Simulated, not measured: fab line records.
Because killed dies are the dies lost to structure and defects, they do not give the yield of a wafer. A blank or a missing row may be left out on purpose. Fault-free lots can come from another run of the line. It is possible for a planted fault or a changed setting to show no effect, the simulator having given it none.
Chamber matching    flow n5_finfet    4 sister chambers for N5_FIN_SAQP_STRIP_70 on rie_diel-04
The step strips in N2/H2. 14 wafers are shown with their chamber, then 7 later ones without.

WAFERS PAIRED WITH THEIR CHAMBERS
wafer   chamber  showerhead_plenum_p_Torr (Torr)  throttle_valve_pct (%)  drypump_motor_current_A (A)
L074.1  2        3.50                             19.01                   5.6
L074.2  3        3.16                             19.12                   5.7
L074.3  0        3.30                             18.45                   5.5
L076.1  2        3.50                             19.00                   5.6
L076.2  0        3.29                             18.47                   5.5
L076.3  3        3.16                             19.16                   5.6
L076.4  2        3.50                             19.02                   5.6
L076.5  3        3.16                             19.13                   5.7
L076.6  0        3.29                             18.48                   5.5
L077.1  2        3.50                             19.02                   5.6
L077.5  2        3.50                             19.00                   5.6
L077.6  0        3.29                             18.46                   5.5
L080.1  1        3.58                             19.05                   6.2
L080.3  0        3.29                             18.48                   5.5

SIGNATURES, as means of the wafers listed above
reading                   chamber 0  chamber 1  chamber 2  chamber 3  scatter within a chamber
showerhead_plenum_p_Torr  3.2920     3.5800     3.5000     3.1600     0.00283
throttle_valve_pct        18.4680    19.0500    19.0100    19.1367    0.014
drypump_motor_current_A   5.500      6.200      5.600      5.667      0.0258
Rule: a wafer's distance from a chamber is the root of the sum, over the readings, of the square of ((its reading less the chamber's mean) divided by the reading's scatter). If the next closest chamber is less than 2 further off than the closest, the wafer can't be placed; otherwise it belongs to the closest. The scatter: take each reading less its chamber's mean, square it, sum over the shown wafers, divide by the number of wafers less the number of chambers, and take the root.

WAFERS WITH NO CHAMBER GIVEN
wafer   showerhead_plenum_p_Torr (Torr)  throttle_valve_pct (%)  drypump_motor_current_A (A)
L080.5  3.58                             19.05                   6.3
L082.1  3.58                             19.07                   6.2
L082.4  3.57                             18.70                   5.7
L082.5  3.58                             19.07                   6.2
L084.1  3.49                             19.05                   5.6
L084.4  3.28                             18.50                   5.5
L084.5  3.28                             18.51                   5.5

CHAMBER TAKEN BY EACH
wafer   from the rows above      in truth
L080.5  1                        1
L082.1  1                        1
L082.4  can't be placed: 1 or 2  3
L082.5  1                        1
L084.1  2                        2
L084.4  0                        0
L084.5  0                        0
6 of 7 placed correctly. From these rows, 1 cannot be placed; in 0 the true chamber is one of the candidates. Wrongly placed: 0.
